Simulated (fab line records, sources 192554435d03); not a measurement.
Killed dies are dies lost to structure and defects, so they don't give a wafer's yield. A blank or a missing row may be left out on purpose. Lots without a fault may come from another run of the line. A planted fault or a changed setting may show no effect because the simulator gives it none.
Chamber matching | flow n5_finfet | N5_BEOL_M13_ETCH_67 on rie_diel-04: 4 sister chambers
The step etches SiARC in CF4, target depth 143 nm, time 238.3 s. 7 wafers are shown with their chamber, then 11 later ones without.

WAFERS WITH THEIR CHAMBER
wafer  | chamber | throttle_valve_pct (%) | drypump_motor_current_A (A)
L074.5 | 3       | 15.96                  | 5.3
L080.3 | 3       | 15.99                  | 5.4
L083.3 | 2       | 15.48                  | 6.4
L085.6 | 0       | 15.28                  | 6.1
L090.4 | 0       | 15.28                  | 6.1
L090.6 | 1       | 15.70                  | 6.3
L092.4 | 1       | 15.72                  | 6.3

WAFERS WITHOUT THEIR CHAMBER
wafer  | throttle_valve_pct (%) | drypump_motor_current_A (A)
L092.5 | 15.29                  | 6.1
L092.6 | 16.02                  | 5.3
L091.1 | 15.31                  | 6.1
L091.5 | 15.71                  | 6.3
L091.6 | 15.51                  | 6.4
L093.2 | 15.74                  | 6.3
L093.4 | 16.03                  | 5.3
L093.5 | 15.74                  | 6.3
L097.4 | 15.51                  | 6.3
L097.5 | 16.03                  | 5.3
L097.6 | 15.32                  | 6.1

WHICH CHAMBER EACH WENT THROUGH
wafer  | from the rows above | in truth
L092.5 | 0                   | 0
L092.6 | 3                   | 3
L091.1 | 0                   | 0
L091.5 | 1                   | 1
L091.6 | 2                   | 2
L093.2 | 1                   | 1
L093.4 | 3                   | 3
L093.5 | 1                   | 1
L097.4 | 2                   | 2
L097.5 | 3                   | 3
L097.6 | 0                   | 0
Placed correctly: 11 of 11. Can't be placed from these rows: 0. Placed wrongly: 0.
How it was worked out, from the rows above alone: a wafer's distance from a chamber is the root of the sum, over the readings, of the square of ((its reading less the chamber's mean) divided by the reading's scatter). The wafer belongs to the nearest chamber; if the next one is less than 2 further off, it can't be placed. A chamber's mean is the mean of its shown wafers. The scatter: the root of (the sum of the squares of (reading less its chamber's mean) over the shown wafers, divided by (wafers less chambers)).
